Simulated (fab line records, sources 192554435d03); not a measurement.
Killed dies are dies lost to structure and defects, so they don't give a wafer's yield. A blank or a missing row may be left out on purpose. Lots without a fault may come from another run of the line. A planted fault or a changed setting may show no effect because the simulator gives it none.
One fault seen from 2 desks | flow n5_finfet | each desk has only its own numbers; what lay behind them comes last

THE TOOL OWNER'S DESK: pecvd-03
The tool's own readings at N5_BEOL_M7_DEP_56 (deposits SiCN from 3MS/NH3, target thk 10 nm, time 17.5 s): means of the sampled wafers that have a number, for each lot that ran on this tool. A lot is out of limits, marked OUT, if its mean lies more than 4 standard deviations from the usual mean; the brackets give that distance.
Columns: A = showerhead_plenum_p_Torr at N5_BEOL_M7_DEP_56, usual 3.665 Torr; B = showerhead_vpp_V at N5_BEOL_M7_DEP_56, usual 864 V; C = throttle_valve_pct at N5_BEOL_M7_DEP_56, usual 9.1 %
lot  | first seen here | A     | B   | C
L945 | day 11 13:55    | 3.673 | 866 | 9.1
L951 | day 13 00:37    | 3.660 | 862 | 9.2
L946 | day 13 01:14    | 3.671 | 875 | 9.1
This desk's finding: nothing out of limits on any of the 3 lots.

THE METROLOGY DESK
What the gauges read, lot by lot, whatever tool the lot ran on: means of the sampled wafers that have a number. A lot is out of limits, marked OUT, if its mean lies more than 4 standard deviations from the usual mean; the brackets give that distance.
Columns: A = M7_THK at N5_BEOL_M7_THK_MEAS_53, usual 79.2 nm; B = M7_RS at N5_BEOL_M7_RS_MEAS_57, usual 0.286 ohm/sq
lot  | first seen here | A    | B
L941 | day 10 22:26    | 73.7 | 0.314
L945 | day 11 13:50    | 77.8 | 0.293
L951 | day 13 00:34    | 77.3 | 0.294
L946 | day 13 01:10    | 82.1 | 0.276
L957 | day 15 06:22    | 78.3 | 0.292
L958 | day 15 11:15    | 82.7 | 0.274
This desk's finding: nothing out of limits on any of the 6 lots.

PUT TOGETHER
The tool owner's desk saw nothing out of limits.
The metrology desk saw nothing out of limits.

WHAT THE SIMULATOR HAD PUT IN
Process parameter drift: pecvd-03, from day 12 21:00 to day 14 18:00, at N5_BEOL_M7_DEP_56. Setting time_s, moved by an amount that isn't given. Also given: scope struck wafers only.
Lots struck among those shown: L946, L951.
